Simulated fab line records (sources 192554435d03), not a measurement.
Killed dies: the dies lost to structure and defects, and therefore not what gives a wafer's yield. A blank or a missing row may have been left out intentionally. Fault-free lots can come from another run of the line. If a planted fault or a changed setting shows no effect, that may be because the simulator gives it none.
Matching of chambers	flow n5Finfet	N5_BEOL_M14_DEP_53 on pecvd-01: 3 sister chambers
The step deposits SiCN from 3MS/NH3, target thk 50 nm, time 17.8 s. 18 wafers are shown with their chamber, then 9 later ones without.

== WAFERS, EACH WITH ITS CHAMBER ==
wafer	chamber	throttleValvePct (%)	showerheadPlenumPTorr (Torr)
L078.4	2	16.8	4.190
L078.5	0	19.1	4.208
L078.6	1	19.5	4.131
L079.4	0	19.2	4.196
L079.5	1	19.2	4.136
L079.6	2	16.9	4.182
L080.2	1	19.2	4.123
L080.3	0	19.4	4.212
L080.6	1	19.2	4.141
L081.2	2	17.0	4.179
L081.3	0	19.1	4.208
L081.5	0	19.1	4.205
L082.2	0	19.3	4.209
L082.3	2	16.7	4.196
L082.4	2	17.2	4.184
L087.1	0	19.4	4.208
L087.2	1	19.4	4.138
L087.3	1	19.2	4.136

SIGNATURES (averages over the wafers above)
reading	chamber 0	chamber 1	chamber 2	scatter within a chamber
throttleValvePct	19.229	19.283	16.920	0.153
showerheadPlenumPTorr	4.20657	4.13417	4.18620	0.00602
Rule: a wafer lies at a distance from a chamber equal to the root of the sum of squares, over the readings, of (its reading less the chamber's mean, divided by the reading's scatter). If the next closest chamber is less than 2 further off than the closest, the wafer can't be placed; otherwise it belongs to the closest. The scatter: the root of (the sum of the squares of (reading less its chamber's mean) over the shown wafers, divided by (wafers less chambers)).

== WAFERS WHOSE CHAMBER IS MISSING ==
wafer	throttleValvePct (%)	showerheadPlenumPTorr (Torr)
L088.2	16.8	4.182
L088.3	19.4	4.209
L088.6	19.0	4.127
L093.1	19.2	4.211
L093.3	19.3	4.138
L093.4	19.2	4.210
L094.1	17.1	4.187
L094.4	17.2	4.191
L094.5	19.2	4.142

== WHICH CHAMBER EACH WENT THROUGH ==
wafer	from the rows above	in truth
L088.2	2	2
L088.3	0	0
L088.6	1	1
L093.1	0	0
L093.3	1	1
L093.4	0	0
L094.1	2	2
L094.4	2	2
L094.5	1	1
Correctly placed: 9 of 9. Number that these rows cannot place: 0. Wrongly placed: 0.
